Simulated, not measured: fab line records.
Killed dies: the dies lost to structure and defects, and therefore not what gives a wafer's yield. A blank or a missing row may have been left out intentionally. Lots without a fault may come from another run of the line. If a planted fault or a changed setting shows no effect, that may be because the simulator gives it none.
A struck lot beside a sound one || flow n5-finfet || 15 steps out of a route of 1938
Sound: wafers L369.1, L369.3, L369.6. Wafers L383.2, L383.4, L383.5 were the ones struck. The cause is named last.
At each step with rows: each side's tool, then ch and its chambers, then its first start. Under that, the readings that differ: sound wafers || struck wafers || difference of the means || sigmas: that difference in standard deviations of wafers without a fault.
alike: words and numbers the same on both sides, and readings whose means are apart by under 2 such deviations; not compared: readings that were withheld, readings missing a value for some wafer, numbers with overlapping values and no deviation given by the record, and bounds like >300 which may hide the same value.
A row with sigmas, a row that says differs or no value, or rows on one side alone: a step with any of these is where the two part. Non-overlapping numbers with no deviation appear without sigmas and do not part them. Lack of a reading on every wafer of one side parts them only where that side has two or more wafers.

N5_BEOL_M4_OCD_MEAS_38:
  sound on ocd-02 at day 8 10:07; struck on ocd-01 at day 11 22:32
  alike: trench-depth-nm
then, 4 steps without rows for these wafers: N5_BEOL_M4_HM_STRIP_39 (strips TiN in peroxide tin strip, target depth 25 nm, time 158 s); N5_BEOL_M4_SRD_40 (time 30 s); N5_BEOL_M4_PRECLEAN_42 (cleans in residue remover, time 60 s); N5_BEOL_M4_SRD_43 (time 30 s).
N5_BEOL_M4_CD_MEAS_35: target cd 18 nm, target cd y 22.4 nm.
  sound on cd-sem-03 at day 8 10:16; struck on cd-sem-03 at day 11 22:41
  alike: cd-nm
N5_BEOL_M4_DEGAS_44: time 60 s.
  sound on pvd-sputter-03 at day 8 10:38; struck on pvd-sputter-02 at day 11 23:07
  alike: heater-power-w
N5_BEOL_M4_PRE_CLEAN_45: time 30 s.
  sound on pvd-sputter-03 at day 8 10:40; struck on pvd-sputter-02 at day 11 23:10
  alike: heater-power-w
N5_BEOL_M4_ALD_84: deposits TaN, pulse time 2 s, purge time 3 s, co reactant purge time 2 s.
  sound on ald-metal-01 ch 0,3, day 8 10:44; struck on ald-metal-01 ch 0,2, day 11 23:22
  alike: heater-power-w
then, 2 steps without rows for these wafers: N5_BEOL_M4_SURFACE_TREAT_85; N5_BEOL_M4_CVD_47 (deposits Co from CCTBA/H2, target thk 3 nm, time 223.8 s).
N5_BEOL_M4_SPUTTER_48: material Cu, target thk 4.5 nm, time 8.29 s.
  sound on pvd-sputter-01 at day 8 11:10; struck on pvd-sputter-03 at day 12 01:31
{"reading": "throttle-valve-pct (%)", "sound": "27.7 26.9 27.6", "struck": "29.2 31.0 31.2", "difference": "+3.1", "sigmas": "+2"}
N5_BEOL_M4_ANNEAL_49: time 240 s.
  sound on pvd-sputter-01 at day 8 11:15; struck on pvd-sputter-03 at day 12 01:36
  no value came back on the struck wafers for heater-power-w (W), susceptor-temp-C (C); on the sound wafers heater-power-w (W) reads 838 759 798
N5_BEOL_M4_SPUTTER_79: material Cu, target thk 4.5 nm, time 8.29 s.
  sound on pvd-sputter-01 at day 8 11:23; struck on pvd-sputter-03 at day 12 01:44
{"reading": "throttle-valve-pct (%)", "sound": "27.8 26.9 27.2", "struck": "29.1 31.3 30.8", "difference": "+3.1", "sigmas": "+2"}
N5_BEOL_M4_RC_MEAS_101:
  sound on prober-02 ch 0, day 8 14:02; struck on prober-02 ch 0, day 12 05:10
{"reading": "DIBL_P (mV/V)", "sound": "34.6 33.9 34.1", "struck": 37.9, "difference": "+3.7", "sigmas": "+2"}
{"reading": "ION_N (uA/um)", "sound": "670 667 673", "struck": 691, "difference": "+21", "sigmas": "+2"}
{"reading": "VT_N (mV)", "sound": "252.4 254.7 253.5", "struck": 246.9, "difference": -6.6, "sigmas": -3}
  alike: DIBL_N, IOFF_N, IOFF_P, ION_P, SS_N, SS_P, VT_P

== WHERE THEY PART ==
At N5_BEOL_M4_SPUTTER_48 first; at N5_BEOL_M4_RC_MEAS_101 last (within this record only).

WHY: what had been put in by the simulator
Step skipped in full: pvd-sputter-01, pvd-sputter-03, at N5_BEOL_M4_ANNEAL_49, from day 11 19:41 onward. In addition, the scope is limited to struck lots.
